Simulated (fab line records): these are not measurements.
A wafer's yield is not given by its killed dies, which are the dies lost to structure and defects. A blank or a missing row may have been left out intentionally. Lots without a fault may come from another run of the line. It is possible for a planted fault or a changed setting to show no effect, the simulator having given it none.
Matching of chambers | flow n5 finfet | N5_BEOL_M1_CO_CAP_55 on cvd co-01 has 3 sister chambers
The step material Co, precursor CCTBA/H2, target thk 2 nm, time 102.1 s. 36 wafers are shown with their chamber, then 12 later ones without.

WAFERS WITH THEIR CHAMBER
wafer  | chamber | heater power w (W) | heater power outer w (W)
L075.1 | 0       | 222                | 120
L075.3 | 2       | 231                | 120
L075.4 | 2       | 237                | 123
L077.1 | 1       | 308                | 145
L077.3 | 2       | 232                | 121
L077.6 | 1       | 307                | 146
L078.2 | 0       | 230                | 124
L078.4 | 0       | 224                | 121
L078.5 | 2       | 235                | 120
L079.1 | 2       | 230                | 123
L079.3 | 1       | 307                | 147
L079.4 | 1       | 306                | 152
L081.1 | 1       | 307                | 146
L081.4 | 2       | 232                | 119
L081.5 | 1       | 301                | 147
L083.1 | 0       | 222                | 120
L083.5 | 1       | 297                | 149
L083.6 | 0       | 226                | 122
L084.2 | 0       | 226                | 124
L084.3 | 2       | 224                | 118
L084.5 | 1       | 311                | 144
L085.3 | 1       | 307                | 147
L085.5 | 1       | 308                | 147
L085.6 | 2       | 235                | 119
L086.1 | 1       | 313                | 149
L086.3 | 0       | 222                | 119
L086.4 | 2       | 230                | 120
L088.1 | 2       | 229                | 121
L088.4 | 2       | 233                | 121
L088.5 | 0       | 227                | 120
L090.1 | 2       | 233                | 122
L090.3 | 0       | 226                | 120
L090.5 | 0       | 228                | 122
L092.3 | 1       | 307                | 146
L092.4 | 2       | 230                | 121
L092.6 | 1       | 299                | 150

SIGNATURES (means of the wafers above)
reading              | chamber 0 | chamber 1 | chamber 2 | scatter within a chamber
heater power w       | 225.30    | 306.00    | 231.62    | 3.65
heater power outer w | 121.20    | 147.31    | 120.62    | 1.84
Rule: distance of a wafer from a chamber = root of the sum over the readings of ((wafer's reading minus chamber's mean) / reading's scatter) squared. If the next closest chamber is less than 2 further off than the closest, the wafer can't be placed; otherwise it belongs to the closest. How the scatter is found: for the shown wafers, subtract from each reading the mean of its chamber, square and add these, divide the total by (wafers less chambers), then take the root.

WAFERS WHOSE CHAMBER IS MISSING
wafer  | heater power w (W) | heater power outer w (W)
L093.3 | 234                | 121
L093.4 | 232                | 119
L093.6 | 227                | 122
L094.1 | 232                | 123
L094.5 | 221                | 118
L094.6 | 295                | 151
L095.2 | 237                | 122
L095.4 | 231                | 123
L095.6 | 312                | 151
L096.1 | 236                | 125
L096.5 | 307                | 152
L096.6 | 237                | 121

THE CHAMBER EACH PASSED THROUGH
wafer  | from the rows above     | in truth
L093.3 | can't be placed: 2 or 0 | 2
L093.4 | can't be placed: 2 or 0 | 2
L093.6 | can't be placed: 0 or 2 | 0
L094.1 | can't be placed: 2 or 0 | 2
L094.5 | can't be placed: 0 or 2 | 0
L094.6 | 1                       | 1
L095.2 | can't be placed: 2 or 0 | 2
L095.4 | can't be placed: 2 or 0 | 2
L095.6 | 1                       | 1
L096.1 | can't be placed: 2 or 0 | 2
L096.5 | 1                       | 1
L096.6 | can't be placed: 2 or 0 | 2
Correct placement for 3 of the 12. Cannot be placed on the basis of these rows: 9; the candidates contain the true chamber in 9. Wrongly placed: 0.
